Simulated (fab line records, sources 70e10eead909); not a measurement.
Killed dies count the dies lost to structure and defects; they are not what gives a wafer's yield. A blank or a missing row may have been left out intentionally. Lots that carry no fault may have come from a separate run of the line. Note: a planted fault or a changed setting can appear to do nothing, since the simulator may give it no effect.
Matching of chambers || flow nand-harc || NHARC_A_M0_CMP_23 on cmp-04: 4 sister chambers
The step polishes, t overpolish 20 s, target thk 113.75 nm. 16 wafers are shown with their chamber, then 8 later ones without.

== WAFERS PAIRED WITH THEIR CHAMBERS ==
{"wafer": "L074.4", "chamber": 3, "motor-current-A (A)": 10.2, "time-to-endpoint-s (s)": 29.5}
{"wafer": "L074.5", "chamber": 0, "motor-current-A (A)": 9.4, "time-to-endpoint-s (s)": 30.2}
{"wafer": "L074.6", "chamber": 1, "motor-current-A (A)": 11.4, "time-to-endpoint-s (s)": 29.7}
{"wafer": "L075.2", "chamber": 1, "motor-current-A (A)": 11.6, "time-to-endpoint-s (s)": 30.7}
{"wafer": "L075.4", "chamber": 2, "motor-current-A (A)": 13.5, "time-to-endpoint-s (s)": 31.9}
{"wafer": "L075.6", "chamber": 3, "motor-current-A (A)": 10.1, "time-to-endpoint-s (s)": 31.6}
{"wafer": "L080.2", "chamber": 3, "motor-current-A (A)": 10.4, "time-to-endpoint-s (s)": 27.6}
{"wafer": "L080.3", "chamber": 0, "motor-current-A (A)": 10.5, "time-to-endpoint-s (s)": 31.0}
{"wafer": "L080.6", "chamber": 0, "motor-current-A (A)": 9.9, "time-to-endpoint-s (s)": 27.9}
{"wafer": "L082.1", "chamber": 2, "motor-current-A (A)": 12.9, "time-to-endpoint-s (s)": 30.6}
{"wafer": "L082.5", "chamber": 1, "motor-current-A (A)": 12.1, "time-to-endpoint-s (s)": 29.8}
{"wafer": "L082.6", "chamber": 2, "motor-current-A (A)": 13.4, "time-to-endpoint-s (s)": 27.2}
{"wafer": "L083.1", "chamber": 1, "motor-current-A (A)": 12.0, "time-to-endpoint-s (s)": 25.5}
{"wafer": "L083.2", "chamber": 3, "motor-current-A (A)": 10.4, "time-to-endpoint-s (s)": 25.9}
{"wafer": "L083.5", "chamber": 2, "motor-current-A (A)": 13.0, "time-to-endpoint-s (s)": 28.8}
{"wafer": "L087.1", "chamber": 1, "motor-current-A (A)": 12.1, "time-to-endpoint-s (s)": 28.4}

SIGNATURES (means of the wafers above)
{"reading": "motor-current-A", "chamber 0": 9.933, "chamber 1": 11.840, "chamber 2": 13.200, "chamber 3": 10.275, "scatter within a chamber": 0.335}
{"reading": "time-to-endpoint-s", "chamber 0": 29.700, "chamber 1": 28.820, "chamber 2": 29.625, "chamber 3": 28.650, "scatter within a chamber": 2.09}
Rule: a wafer's distance from a chamber is the root of the sum, over the readings, of the square of ((its reading less the chamber's mean) divided by the reading's scatter). The wafer belongs to the nearest chamber; if the next one is less than 2 further off, it can't be placed. How the scatter is found: for the shown wafers, subtract from each reading the mean of its chamber, square and add these, divide the total by (wafers less chambers), then take the root.

== WAFERS WITHOUT THEIR CHAMBER ==
{"wafer": "L087.4", "motor-current-A (A)": 9.9, "time-to-endpoint-s (s)": 30.0}
{"wafer": "L087.5", "motor-current-A (A)": 11.9, "time-to-endpoint-s (s)": 28.8}
{"wafer": "L090.1", "motor-current-A (A)": 12.9, "time-to-endpoint-s (s)": 27.7}
{"wafer": "L090.3", "motor-current-A (A)": 10.3, "time-to-endpoint-s (s)": 27.1}
{"wafer": "L090.5", "motor-current-A (A)": 11.9, "time-to-endpoint-s (s)": 27.5}
{"wafer": "L091.4", "motor-current-A (A)": 10.1, "time-to-endpoint-s (s)": 25.8}
{"wafer": "L091.5", "motor-current-A (A)": 13.0, "time-to-endpoint-s (s)": 27.5}
{"wafer": "L091.6", "motor-current-A (A)": 10.5, "time-to-endpoint-s (s)": 29.3}

== THE CHAMBER EACH PASSED THROUGH ==
{"wafer": "L087.4", "from the rows above": "can't be placed: 0 or 3", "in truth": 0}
{"wafer": "L087.5", "from the rows above": 1, "in truth": 1}
{"wafer": "L090.1", "from the rows above": "can't be placed: 2 or 1", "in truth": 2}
{"wafer": "L090.3", "from the rows above": "can't be placed: 3 or 0", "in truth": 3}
{"wafer": "L090.5", "from the rows above": 1, "in truth": 1}
{"wafer": "L091.4", "from the rows above": "can't be placed: 3 or 0", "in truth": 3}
{"wafer": "L091.5", "from the rows above": 2, "in truth": 2}
{"wafer": "L091.6", "from the rows above": "can't be placed: 3 or 0", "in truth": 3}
Correctly placed: 3 of 8. These rows do not allow placing 5 (true chamber among the candidates in 5). 0 placed wrongly.
